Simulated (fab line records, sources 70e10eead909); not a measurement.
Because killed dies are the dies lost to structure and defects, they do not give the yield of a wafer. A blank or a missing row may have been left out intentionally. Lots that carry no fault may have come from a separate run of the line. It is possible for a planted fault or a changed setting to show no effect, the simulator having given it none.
fab line records	flow nand-harc
[record] lots = 11	wafers = 33	last-day = 26
route steps=1159 shown A_BLC@979 A_M0@1002 END@1159
lots with no fault: from the same line, run without faults
start-h: the number of hours between the record's first day and the start of the first shown wafer of the lot	wait-h: time in hours since the lot's previous step	" unchanged from the row above	L1.1+2: a row that stands for several wafers	- no value, or no start was given	* or withheld: withheld	< > ~ a bound
route shown NAME@n: a module of which the file shows steps, and the number in the route of the first	usual: average and standard deviation across the fault-free wafers	same: alike in all rows	chamber/n: place in a boat	sites: readings site by site	_std_site: standard deviation across them	_edge_site: inner sites' mean taken away from outer sites' mean	radius-mm: for every site, how far away it sits from the centre of the wafer	mask NAME#n: copy n	behind: tool/chamber where the wafer was last shaped	hold: why the lot was held/for how many hours/how that ended	device: transistor that didn't switch, given as n, p or np	end of line: the route-end tests of the same wafers	a step given without rows: its recipe and nothing more	killed: count of dies lost to structure and defects at first sort (not the wafer's yield)	map: the dies of a wafer, with x for killed, . for not killed, _ for no die there
set.NAME: the setting the step ran with; set.NAME@STEP: the setting that earlier step ran with	model.NAME: the simulator's own value behind a step, which no gauge read
a sample of lots followed through the steps of the route, with each step as a table and each wafer as a row
services: the hour from which a tool's chamber was out of use, counted from the record's first day as start-h (under 0 if before that day), plus the number of hours and why
[[steps]]
[step NHARC_A_BLC_ETCH_17]
[recipe] target-depth-a = 3900	over-etch-frac = 0.25	time-s = 609.38	ion-energy-ev = 200	n2-flow-sccm = 150	h2-flow-sccm = 150	ar-flow-sccm = 0	rf-w = 400	bias-w = 150	chemistry = N2/H2
[usual] chamber-pressure-mTorr = 30.001/0.028	drypump-motor-current-A = 5.9/0.41	n2-flow-sccm = 150.0/0.44	oes-product-au = 0.999/0.0099	rf-vpp-V = 428.9/1.6	showerhead-plenum-p-Torr = 1.98/0.053	throttle-valve-pct = 14.172/0.01
lot.wafer	tool	chamber	start-h	wait-h	chamber-pressure-mTorr	drypump-motor-current-A	n2-flow-sccm	oes-product-au	rf-hours-counter-h	rf-vpp-V	showerhead-plenum-p-Torr	throttle-valve-pct
L909.2	rie-diel-10	2	-	-	30.001	6.5	150.2	0.997	4	430.8	2.08	14.169
L909.1	"	3	"	"	30.006	5.6	150.1	0.987	4	430.5	2.01	14.174
L909.3	"	1	"	"	30.025	5.2	149.0	0.998	3	428.5	1.95	14.169
L906.2	rie-diel-10	1	-	-	29.992	5.2	150.8	1.001	4	428.9	1.95	14.193
L906.6	"	0	"	"	29.982	5.6	150.2	0.996	-	431.4	2.01	14.148
L906.5	"	1	"	"	29.977	5.2	150.5	1.003	-	430.1	1.95	14.158
L910.2	rie-diel-10	0	-	-	29.987	5.6	149.6	1.004	5	428.3	2.01	14.180
L910.4	"	2	"	"	29.994	6.5	150.7	0.999	5	431.9	2.08	14.191
L910.6	"	0	"	"	30.008	5.7	149.9	1.004	-	430.9	2.01	14.170
L911.2	rie-diel-05	1	-	-	30.022	5.2	149.8	0.990	25	431.0	2.08	14.187
L911.4	"	2	"	"	30.002	5.3	149.3	1.007	26	430.6	2.05	14.186
L911.1	"	0	"	"	30.033	6.5	150.3	0.988	20	426.2	1.93	14.162
L912.4	rie-diel-07	1	-	-	29.975	5.8	150.4	0.993	3	427.1	1.89	14.170
L912.2	"	2	"	"	30.031	6.1	149.8	1.015	4	428.7	1.97	14.177
L912.1	"	0	"	"	29.984	5.8	149.8	1.008	3	429.0	1.99	14.165
L922.4	rie-diel-07	2	-	-	29.937	6.1	150.3	1.023	6	428.3	1.97	14.161
L922.3	"	3	"	"	29.978	6.3	150.8	0.992	6	428.0	1.98	14.172
L922.5	"	2	"	"	29.979	6.1	150.5	1.010	-	428.1	1.97	14.173
L925.3	rie-diel-07	3	-	-	29.990	6.3	150.1	1.008	8	429.0	1.98	14.165
L925.1	"	1	"	"	30.002	5.8	149.3	0.997	7	425.7	1.88	14.188
L925.5	"	2	"	"	30.008	6.2	149.8	1.019	-	429.8	1.97	14.177
L923.1	rie-diel-07	2	-	-	30.024	6.2	151.1	1.004	9	428.3	1.96	14.171
L923.2	"	0	"	"	29.995	5.8	149.6	0.984	7	429.5	1.99	14.158
L923.5	"	1	"	"	29.979	5.8	150.2	0.993	-	427.1	1.88	14.175
L927.2	rie-diel-07	0	-	-	30.010	5.8	149.8	0.997	9	428.1	1.99	14.166
L927.1	"	3	"	"	29.991	6.3	149.8	0.996	10	428.9	1.98	14.182
L927.5	"	3	"	"	30.031	6.3	150.0	0.986	-	429.4	1.98	14.156
L926.4	rie-diel-05	1	-	-	30.011	5.2	150.3	0.999	61	432.7	2.07	14.184
L926.3	"	0	"	"	30.035	6.5	150.2	1.011	55	427.5	1.92	14.167
L926.5	"	1	"	"	30.004	5.2	150.2	0.992	-	430.3	2.07	14.182
L929.3	rie-diel-07	3	-	-	30.038	6.3	149.7	0.998	13	428.1	1.98	14.167
L929.2	"	2	"	"	30.014	6.1	149.8	1.000	14	429.1	1.96	14.152
L929.6	"	3	"	"	29.985	6.3	149.5	0.998	-	428.5	1.98	14.172
[step NHARC_A_BLC_PVD_32]
[recipe] target-thk-a = 50	chamber-pressure-pa = 5	power-w = 5000	substrate-temp-c = 200	time-s = 17.7	material = Ti
[usual] throttle-valve-pct = 29.7/0.91
lot.wafer	tool	chamber	start-h	wait-h	throttle-valve-pct
L909.1	pvd-sputter-03	-	-	-	29.1
L909.3	"	-	"	"	29.8
L909.2	"	-	"	"	29.8
L906.2	pvd-sputter-02	-	-	-	30.7
L906.6	"	-	"	"	31.0
L906.5	"	-	"	"	28.4
L910.2	pvd-sputter-01	-	-	-	28.5
L910.4	"	-	"	"	29.5
L910.6	"	-	"	"	28.6
L911.1	pvd-sputter-01	-	-	-	28.6
L911.2	"	-	"	"	29.8
L911.4	"	-	"	"	29.7
L912.2	pvd-sputter-02	-	-	-	28.3
L912.1	"	-	"	"	30.8
L912.4	"	-	"	"	30.9
L922.4	pvd-sputter-01	-	-	-	28.7
L922.3	"	-	"	"	29.5
L922.5	"	-	"	"	28.6
L925.1	pvd-sputter-01	-	-	-	29.8
L925.3	"	-	"	"	29.6
L925.5	"	-	"	"	29.9
L923.2	pvd-sputter-02	-	-	-	30.3
L923.1	"	-	"	"	30.8
L923.5	"	-	"	"	30.6
L927.2	pvd-sputter-02	-	-	-	30.7
L927.1	"	-	"	"	30.6
L927.5	"	-	"	"	30.6
L926.3	pvd-sputter-03	-	-	-	29.7
L926.4	"	-	"	"	29.2
L926.5	"	-	"	"	30.8
L929.2	pvd-sputter-02	-	-	-	30.9
L929.3	"	-	"	"	30.6
L929.6	"	-	"	"	28.4
[step NHARC_A_BLC_CMP_25]
[recipe] t-overpolish-s = 30	target-thk-nm = 150
[usual] motor-current-A = 11.9/1.2	overpolish-run-s = 30.001/0.0093	retaining-ring-pressure-frac = 1.000/0.0054	time-to-endpoint-s = 31.5/2.3
lot.wafer	tool	chamber	start-h	wait-h	motor-current-A	overpolish-run-s	retaining-ring-pressure-frac	time-to-endpoint-s
L909.3	cmp-01	0	410.45	0.3	13.2	29.998	0.997	32.1
L909.2	"	1	"	"	12.2	30.010	1.005	33.7
L909.1	"	2	"	"	13.2	29.993	0.990	31.0
L906.2	cmp-02	3	411.13	0.5	13.5	30.005	0.999	29.8
L906.6	"	0	"	"	9.4	29.985	0.991	30.5
L906.5	"	1	"	"	13.2	30.009	1.005	33.2
L910.4	cmp-02	2	411.66	0.3	11.4	29.992	0.987	30.8
L910.2	"	3	"	"	13.5	29.987	0.996	30.2
L910.6	"	2	"	"	11.8	30.000	0.998	30.9
L911.4	cmp-02	3	415.05	0.3	13.5	30.010	0.994	32.0
L911.1	"	0	"	"	10.0	30.002	1.007	28.8
L911.2	"	2	"	"	11.3	29.999	1.000	29.3
L912.1	cmp-01	3	459.32	0.5	10.8	29.994	0.997	29.2
L912.4	"	1	"	"	11.8	30.003	1.002	31.8
L912.2	"	2	"	"	13.4	30.006	0.999	30.4
L922.4	cmp-03	3	483.78	0.3	11.5	29.991	0.998	28.4
L922.3	"	0	"	"	10.3	29.989	1.003	30.6
L922.5	"	1	"	"	12.1	30.003	1.003	31.7
L925.3	cmp-02	0	501.49	0.3	9.0	29.992	0.999	33.1
L925.1	"	1	"	"	13.2	29.989	1.001	35.8
L925.5	"	0	"	"	9.5	30.012	0.996	34.2
L923.2	cmp-03	0	501.92	0.4	10.8	30.006	1.004	30.8
L923.1	"	3	"	"	11.6	29.999	0.990	29.9
L923.5	"	1	"	"	11.6	30.004	0.997	28.9
L927.1	cmp-03	3	517.71	0.5	11.7	30.005	0.998	28.1
L927.2	"	0	"	"	11.1	30.019	0.994	29.1
L927.5	"	2	"	"	13.3	29.983	1.004	29.3
L926.4	cmp-02	1	519.48	0.2	12.8	30.028	1.008	35.7
L926.3	"	3	"	"	13.0	30.013	0.998	37.0
L926.5	"	1	"	"	12.9	30.008	1.003	37.0
L929.3	cmp-02	1	535.71	0.3	12.9	29.998	0.998	31.7
L929.2	"	2	"	"	11.5	30.000	0.996	31.3
L929.6	"	1	"	"	13.0	29.986	0.996	31.8
[step NHARC_A_M0_PEB_07]
[recipe] peb-temp-c = 100	peb-time-s = 65
lot.wafer	tool	chamber	start-h	wait-h
L909.1+2+3	litho-track-04	0	411.67	0.1
L906.2+5+6	litho-track-01	0	412.27	0.1
L910.2+4+6	litho-track-06	0	412.85	0.1
L911.1+2+4	litho-track-01	0	416.26	0.1
L912.1+2+4	litho-track-06	0	460.55	0.1
L922.3+4+5	litho-track-06	0	484.96	0.0
L925.1+3+5	litho-track-06	0	502.59	0.1
L923.1+2+5	litho-track-04	0	503.15	0.1
L927.1+2+5	litho-track-01	0	519.03	0.1
L926.3+4+5	litho-track-04	0	520.71	0.0
L929.2+3+6	litho-track-01	0	536.80	0.1
[step NHARC_A_M0_CD_MEAS_09]
[recipe] target-cd-nm = 80	landing-energy-ev = 500
[usual] cd-nm = 80.3/0.61
lot.wafer	tool	chamber	start-h	wait-h	cd-nm
L909.1	cd-sem-02	0	411.75	-	79.1
L909.2	"	0	"	"	79.9
L909.3	"	0	"	"	80.2
L906.2	cd-sem-01	0	412.35	-	81.2
L906.5	"	0	"	"	80.6
L906.6	"	0	"	"	81.2
L910.2	cd-sem-03	0	412.94	-	81.3
L910.4	"	0	"	"	80.0
L910.6	"	0	"	"	79.8
L911.1	cd-sem-01	0	416.34	-	80.5
L911.2	"	0	"	"	80.4
L911.4	"	0	"	"	80.7
L912.1	cd-sem-02	0	460.63	-	80.5
L912.2	"	0	"	"	80.3
L912.4	"	0	"	"	80.1
L922.3	cd-sem-01	0	485.04	-	80.5
L922.4	"	0	"	"	80.4
L922.5	"	0	"	"	87.9
L925.1	cd-sem-02	0	502.67	-	79.5
L925.3	"	0	"	"	79.8
L925.5	"	0	"	"	88.5
L923.1	cd-sem-02	0	503.23	-	81.9
L923.2	"	0	"	"	81.8
L923.5	"	0	"	"	79.8
L927.1	cd-sem-02	0	519.11	-	80.2
L927.2	"	0	"	"	80.0
L927.5	"	0	"	"	79.6
L926.3	cd-sem-02	0	520.80	-	81.0
L926.4	"	0	"	"	80.4
L926.5	"	0	"	"	79.8
L929.2	cd-sem-01	0	536.88	-	80.1
L929.3	"	0	"	"	80.7
L929.6	"	0	"	"	81.1
[step NHARC_END_SORT_01]
[recipe] temp-c = 25
[usual] defect-limited-yield = 95.3/1.3	killed-at-array = 28/9.1	killed-at-other = 0.6/0.87	killed-at-periphery = 3.4/2.7	killed-dies = 32/9	killed-open = 3.2/1.9	killed-short = 2.0/1.3	sort_bin_2_pct = 1.5/0.57	sort_bin_3_pct = 0.26/0.22	sort_bin_4_pct = 2.9/0.91	sort-n-pass = 645/9	sort-rim-yield-pct = 93/3.3	sort-yield-pct = 95.3/1.3
[same] gross-dies = 677	sort_bin_5_pct[%] = 0	sort_bin_6_pct[%] = 0	sort_bin_7_pct[%] = 0	sort_bin_8_pct[%] = 0	sort-rim-n-gross = 106.00
lot.wafer	tool	chamber	start-h	wait-h	defect-limited-yield[%]	killed-at-array	killed-at-other	killed-at-periphery	killed-dies	killed-open	killed-short	sort_bin_2_pct[%]	sort_bin_3_pct[%]	sort_bin_4_pct[%]	sort-n-pass	sort-rim-yield-pct[%]	sort-yield-pct[%]
L922.5	prober-02	0	552.18	3.7	93.4	38	0	7	45	6	0	1.5	0.44	4.7	632	89	93.4
L923.1	prober-02	0	587.97	2.5	94.4	33	1	4	38	5	4	1.8	0.30	3.5	639	95	94.4
L923.2	prober-02	0	588.77	2.8	95.0	29	0	5	34	2	3	1.5	0	3.5	643	96	95.0
L923.5	prober-02	0	591.16	3.7	96.5	20	0	4	24	2	4	2.1	0.15	1.3	653	95	96.5
// killed by level:class
L922.5 A_SLIT:chamber-film-flake=17 A_CHANNEL_HOLE_D1:chamber-film-flake=10 A_CONTACT:chamber-film-flake=5 P_ZERO_WELL:chamber-film-flake=4 A_CONTACT:geometric-particle:open=3 A_STAIRCASE:chamber-film-flake=3 P_STI:geometric-particle:open=1 P_M0:geometric-particle:open=1
L923.1 A_SLIT:chamber-film-flake=17 A_CHANNEL_HOLE_D1:chamber-film-flake=8 A_SGD_CUT:geometric-particle:short=2 A_CONTACT:geometric-particle:open=2 P_STI:chamber-film-flake=2 P_GATE:geometric-particle:open=1 P_M1:geometric-particle:open=1 A_CHANNEL_FILL_D1:geometric-particle:short=1
L923.2 A_SLIT:chamber-film-flake=16 A_CHANNEL_HOLE_D1:chamber-film-flake=6 A_WL_FILL:geometric-particle:short=2 P_CONTACT:chamber-film-flake=2 A_CONTACT:chamber-film-flake=2 P_M1:geometric-particle:short=1 A_CONTACT:geometric-particle:open=1 A_M0:geometric-particle:open=1
L923.5 A_SLIT:chamber-film-flake=12 A_WL_FILL:geometric-particle:short=3 P_M1:chamber-film-flake=3 P_CONTACT:geometric-particle:open=1 A_CHANNEL_HOLE_D1:geometric-particle:short=1 A_BLC:geometric-particle:open=1 A_CHANNEL_HOLE_D1:chamber-film-flake=1 A_STAIRCASE:chamber-film-flake=1
[[services]]
tool	chamber	start-h	hours	kind
rie-diel-05	0	384.98	7.7	repair
rie-diel-05	3	385.22	1.5	repair
pvd-sputter-02	-	392.01	10.0	pm
rie-diel-07	-	405.23	9.0	pm
cmp-03	-	413.43	0.9	repair
cmp-03	-	426.52	0.7	repair
cmp-02	-	428.29	4.0	pm
cmp-03	-	440.84	1.4	repair
litho-track-01	-	443.00	7.0	pm
rie-diel-05	-	444.68	0.8	repair
rie-diel-10	1	447.99	3.9	repair
cmp-03	-	449.74	1.9	repair
cmp-03	-	453.44	6.5	repair
pvd-sputter-03	-	458.04	10.0	pm
cmp-03	-	459.94	4.0	pm
litho-track-06	-	467.00	7.0	pm
cmp-01	-	473.50	4.0	pm
pvd-sputter-02	-	473.60	1.8	repair
litho-track-04	-	491.00	7.0	pm
rie-diel-07	1	500.56	20.5	repair
pvd-sputter-01	-	514.00	10.0	pm
rie-diel-05	-	517.66	9.0	pm
cmp-02	-	526.29	4.0	pm
cmp-01	-	535.39	1.0	repair
[[key]]
[first-sign] step = NHARC_A_M0_CD_MEAS_09	reading = cd-nm	direction = up	sigmas = 13	usual = 80.3	struck = 88.2
effect none on later readings
met-at NHARC_A_M0_PEB_07
struck-lots L922,L925
struck-wafers L922.5,L925.5
not-acting-at NHARC_A_BLC_ETCH_17,NHARC_A_BLC_PVD_32,NHARC_A_BLC_CMP_25
onset-between 460.55 484.96
[fault] kind = process-parameter-drift	tool = litho-track-06	chamber = -	onset-h = 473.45	steps = NHARC_A_M0_PEB_07	channel = peb-time-s	offset = *	shape = step	end-h = 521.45	scope = struck-wafers-only	acts-in = *	stated = *
